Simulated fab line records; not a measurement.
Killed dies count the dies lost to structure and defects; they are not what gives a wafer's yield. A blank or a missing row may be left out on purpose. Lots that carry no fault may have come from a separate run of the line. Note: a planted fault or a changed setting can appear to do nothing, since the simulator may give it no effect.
Split-lot study :: flow n5Finfet :: 7 lots, 21 wafers read, on a route of 1938 steps

## ON THE SPLIT
At N5_PASSIVATION_EXPOSE_27 (exposes mask PAD, defocus 0 nm), the setting doseMj was moved away from the recipe's 32.3 on 4 of the 21 wafers read, by -6.3% to +6.0%. All remaining wafers had this setting at the recipe value.

## FROM THE SPLIT TO THE READING: what the file shows between them, 3 steps
- N5_PASSIVATION_PEB_28
- N5_PASSIVATION_DEVELOP_29: develop time 60 s
- N5_PASSIVATION_HARDBAKE_31: time 120 s

## THE READING
Shown in nm: cdNm at N5_PASSIVATION_CD_MEAS_30, with target cd 4000 nm. Typical for fault-free wafers on this fab line: 3999.8 nm, with standard deviation 1.5 nm.

wafer: L074.2
tool, chamber at the split: krfScanner-02, 0
doseMj as run: 32.3
against the recipe: recipe
cdNm, nm: 3997.8
against lot-mates on the recipe: -

wafer: L074.4
tool, chamber at the split: krfScanner-02, 0
doseMj as run: 32.3
against the recipe: recipe
cdNm, nm: 3998.3
against lot-mates on the recipe: -

wafer: L074.6
tool, chamber at the split: krfScanner-02, 0
doseMj as run: 32.3
against the recipe: recipe
cdNm, nm: 4000.4
against lot-mates on the recipe: -

wafer: L084.3
tool, chamber at the split: krfScanner-02, 0
doseMj as run: 34.24
against the recipe: +6.0%
cdNm, nm: 4011.8
against lot-mates on the recipe: +11.0

wafer: L084.4
tool, chamber at the split: krfScanner-02, 0
doseMj as run: 32.3
against the recipe: recipe
cdNm, nm: 4000.3
against lot-mates on the recipe: -

wafer: L084.5
tool, chamber at the split: krfScanner-02, 0
doseMj as run: 32.3
against the recipe: recipe
cdNm, nm: 4001.3
against lot-mates on the recipe: -

wafer: L085.1
tool, chamber at the split: krfScanner-02, 0
doseMj as run: 32.3
against the recipe: recipe
cdNm, nm: 4002.2
against lot-mates on the recipe: -

wafer: L085.3
tool, chamber at the split: krfScanner-02, 0
doseMj as run: 30.25
against the recipe: -6.3%
cdNm, nm: 3988.1
against lot-mates on the recipe: -14.0

wafer: L085.4
tool, chamber at the split: krfScanner-02, 0
doseMj as run: 32.3
against the recipe: recipe
cdNm, nm: 4001.9
against lot-mates on the recipe: -

wafer: L086.2
tool, chamber at the split: krfScanner-02, 0
doseMj as run: 32.3
against the recipe: recipe
cdNm, nm: 3999.9
against lot-mates on the recipe: -

wafer: L086.5
tool, chamber at the split: krfScanner-02, 0
doseMj as run: 32.3
against the recipe: recipe
cdNm, nm: 3998.5
against lot-mates on the recipe: -

wafer: L086.6
tool, chamber at the split: krfScanner-02, 0
doseMj as run: 32.3
against the recipe: recipe
cdNm, nm: 3997.6
against lot-mates on the recipe: -

wafer: L089.2
tool, chamber at the split: krfScanner-02, 0
doseMj as run: 32.3
against the recipe: recipe
cdNm, nm: 3999.4
against lot-mates on the recipe: -

wafer: L089.5
tool, chamber at the split: krfScanner-02, 0
doseMj as run: 32.3
against the recipe: recipe
cdNm, nm: 3999.8
against lot-mates on the recipe: -

wafer: L089.6
tool, chamber at the split: krfScanner-02, 0
doseMj as run: 30.28
against the recipe: -6.3%
cdNm, nm: 3988.1
against lot-mates on the recipe: -11.5

wafer: L090.1
tool, chamber at the split: krfScanner-02, 0
doseMj as run: 33.92
against the recipe: +5.0%
cdNm, nm: 4007.4
against lot-mates on the recipe: +6.0

wafer: L090.2
tool, chamber at the split: krfScanner-02, 0
doseMj as run: 32.3
against the recipe: recipe
cdNm, nm: 4001.4
against lot-mates on the recipe: -

wafer: L090.6
tool, chamber at the split: krfScanner-02, 0
doseMj as run: 32.3
against the recipe: recipe
cdNm, nm: 4001.5
against lot-mates on the recipe: -

wafer: L093.1
tool, chamber at the split: krfScanner-01, 0
doseMj as run: 32.3
against the recipe: recipe
cdNm, nm: 4002.8
against lot-mates on the recipe: -

wafer: L093.2
tool, chamber at the split: krfScanner-01, 0
doseMj as run: 32.3
against the recipe: recipe
cdNm, nm: 4001.7
against lot-mates on the recipe: -

wafer: L093.5
tool, chamber at the split: krfScanner-01, 0
doseMj as run: 32.3
against the recipe: recipe
cdNm, nm: 4003.2
against lot-mates on the recipe: -

FIT RESULTS
A straight line over all 21 wafers: cdNm changes by +1.84 nm for each +1% of doseMj; r = +0.95; the points scatter about the line by 1.7 nm.
The same after taking each lot's own level away (the mean of its wafers on the recipe; 21 wafers): +1.82 nm for each +1%; r = +0.98; scatter 1.1 nm.
The reading moves by 12 nm for the largest change in doseMj, on that fit.
From 3998.67 to 4002.57 nm: that is the span of the lots' own levels, equal to 2.6 times the standard deviation above.
Consequently the slope shifts little with the lot-to-lot level, the two slopes agreeing.
Check: -10.8 nm against its lot-mates is what the line predicts for one of the wafers moved furthest among these (-6.3%) when that wafer is left out of the fit. Against them it came out at -14 nm.

## THE OTHER SPLITS THESE WAFERS WENT THROUGH
Before the reading, these wafers also passed through other splits. Each is held against what the fit with the lots' levels taken away leaves over:
other split on the same wafers: N5_BEOL_M14_DEVELOP_27 developTimeS
wafers away from the commonest value: 7
r with cdNm (lot level and that fit taken away): -0.03

other split on the same wafers: N5_BEOL_M15_ILD_DEP_00 timeS
wafers away from the commonest value: 7
r with cdNm (lot level and that fit taken away): +0.09

other split on the same wafers: N5_BEOL_M15_COAT_04 spinRpm
wafers away from the commonest value: 1
r with cdNm (lot level and that fit taken away): -0.06

other split on the same wafers: N5_MIM_TOP_SPUTTER_03 powerW
wafers away from the commonest value: 9
r with cdNm (lot level and that fit taken away): +0.18

## THE FILE'S OWN FIT
cdNm changes by +1.82 nm for each +1% of doseMj, r = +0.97.
